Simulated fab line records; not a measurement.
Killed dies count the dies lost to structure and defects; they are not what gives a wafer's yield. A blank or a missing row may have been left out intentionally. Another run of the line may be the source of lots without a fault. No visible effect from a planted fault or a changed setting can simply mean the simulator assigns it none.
Chamber matching    flow n5 finfet    4 sister chambers for N5_BEOL_M1_ETCH_69 on rie diel-03
The step etches SiARC in CF4, target depth 15.6 nm, time 26 s. 16 wafers are shown with their chamber, then 8 later ones without.

## WAFERS PAIRED WITH THEIR CHAMBERS
wafer   chamber  showerhead plenum p Torr (Torr)  throttle valve pct (%)  oes product au (a.u.)
L074.2  0        2.09                             15.30                   0.75
L074.4  2        2.06                             15.69                   0.66
L074.6  3        2.22                             15.64                   0.61
L076.3  0        2.09                             15.30                   0.73
L076.5  3        2.22                             15.65                   0.62
L076.6  2        2.06                             15.68                   0.66
L078.1  0        2.09                             15.32                   0.74
L078.3  1        2.15                             15.40                   0.67
L078.4  3        2.22                             15.66                   0.61
L080.2  0        2.09                             15.33                   0.73
L080.3  3        2.22                             15.66                   0.61
L080.6  3        2.22                             15.68                   0.61
L082.4  2        2.06                             15.71                   0.66
L082.5  0        2.09                             15.34                   0.73
L082.6  1        2.15                             15.41                   0.66
L091.3  0        2.08                             15.35                   0.71

SIGNATURES (averages over the wafers above)
reading                   chamber 0  chamber 1  chamber 2  chamber 3  scatter within a chamber
showerhead plenum p Torr  2.0883     2.1500     2.0600     2.2200     0.00264
throttle valve pct        15.3233    15.4050    15.6933    15.6580    0.0172
oes product au            0.7317     0.6650     0.6600     0.6120     0.00919
Rule: distance of a wafer from a chamber = root of the sum over the readings of ((wafer's reading minus chamber's mean) / reading's scatter) squared. The wafer belongs to the nearest chamber; if the next one is less than 2 further off, it can't be placed. The scatter is the square root of a quotient: the sum, over the shown wafers, of each reading's squared deviation from its chamber's mean, divided by wafers minus chambers.

## WAFERS WITH NO CHAMBER GIVEN
wafer   showerhead plenum p Torr (Torr)  throttle valve pct (%)  oes product au (a.u.)
L091.5  2.05                             15.75                   0.64
L091.6  2.14                             15.45                   0.65
L093.2  2.05                             15.75                   0.64
L093.3  2.14                             15.47                   0.66
L093.5  2.21                             15.69                   0.60
L097.2  2.21                             15.73                   0.59
L097.3  2.08                             15.38                   0.70
L097.5  2.21                             15.72                   0.59

## CHAMBER TAKEN BY EACH
wafer   from the rows above  in truth
L091.5  2                    2
L091.6  1                    1
L093.2  2                    2
L093.3  1                    1
L093.5  3                    3
L097.2  3                    3
L097.3  0                    0
L097.5  3                    3
Placed correctly: 8 of 8. Can't be placed from these rows: 0. 0 placed wrongly.
